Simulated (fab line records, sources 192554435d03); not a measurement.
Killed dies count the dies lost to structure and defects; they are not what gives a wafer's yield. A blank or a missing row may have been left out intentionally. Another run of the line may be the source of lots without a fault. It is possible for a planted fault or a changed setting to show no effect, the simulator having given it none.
8D (eight disciplines) problem report, filled in by code | flow n5_finfet | the parts of the form that need people (team, actions taken, sign-off) are left out

1. PROBLEM STATEMENT
Mean MIM_BOT_OVL at N5_MIM_BOT_LITHO_OVL_MEAS_11: 552 nm over 6 wafers in 2 lots; fault-free wafers: 0 nm, standard deviation 5.8. Measured from the usual mean, that is +95 standard deviations.
First observed at day 17 14:01: wafer L765.3, on overlay-02. The record has a number at this step for 30 wafers belonging to 10 lots. Rule for "out" (also "out of limits"): further than 4 standard deviations from the usual mean. The rest of the wafers with a number are treated as sound.

2. WHAT IT IS; WHAT IT IS NOT
question                    | is                     | is not
which readings at this step | MIM_BOT_OVL            | -
which lots                  | L765, L770             | L759, L761, L762, L764, L768, L776, L777, L779
which wafers of those lots  | all that have a number | -
read on which gauges        | overlay-01, overlay-02 | -
when                        | from day 17 14:01      | up to then (15 sound wafers); but 9 sound wafers of L776, L777, L779 came after

3. WHAT RULES OUT EACH SUSPECT
Counting: a tool at a process step up to the reading stays a suspect if it ran every lot that is out and no sound lot after the first of them.
- the gauge at N5_MIM_BOT_LITHO_OVL_MEAS_11: ruled out. 2 gauges (overlay-01, overlay-02) read the wafers that are out.
- rie_diel-02 at N5_MIM_TOP_ETCH_STRIP_01 (strips in O2): ruled out as a lasting fault. Sound lots L776 ran on it after its first lot that is out, L765 (day 17 13:27).
- krf_scanner-01 at N5_MIM_BOT_LITHO_EXPOSE_05 (exposes mask MIM BOT): kept. It processed each lot that is out, first L765 at day 17 13:50, and no sound lot thereafter; up to then, the last sound lot it processed was L768 at day 16 20:31.
After counting, what remains is krf_scanner-01 at N5_MIM_BOT_LITHO_EXPOSE_05.

4. THE CAUSE (what the simulator had put in)
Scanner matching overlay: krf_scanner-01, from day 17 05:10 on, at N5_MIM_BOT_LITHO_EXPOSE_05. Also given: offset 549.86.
Only this tool survived the counting.

5. THE CHAIN OF EFFECTS, in route order
Each row: a reading whose mean over the struck wafers that have a number lies more than 3 standard deviations from the usual. Only readings whose record carries a usual standard deviation are examined. hours: median over the lots of the time between each lot's start at the first step of this table that gives one and its start at this step. sigmas: the change, counted in usual standard deviations.
hours | step                         | reading     | usual | on struck wafers | change | sigmas
0     | N5_MIM_BOT_LITHO_OVL_MEAS_11 | MIM_BOT_OVL | 0 nm  | 552              | +552   | +95

6. WHAT WOULD HAVE CAUGHT IT SOONER
9 hours passed between the start of the fault at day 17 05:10 and the first reading out of limits at a measuring or inspecting step in this record, taken at day 17 14:01.
By day 17 14:01 the whole set of lots that are out, 2 in number, had already begun N5_MIM_BOT_LITHO_EXPOSE_05 on krf_scanner-01. None of them would have been spared by holding the tool at that moment.
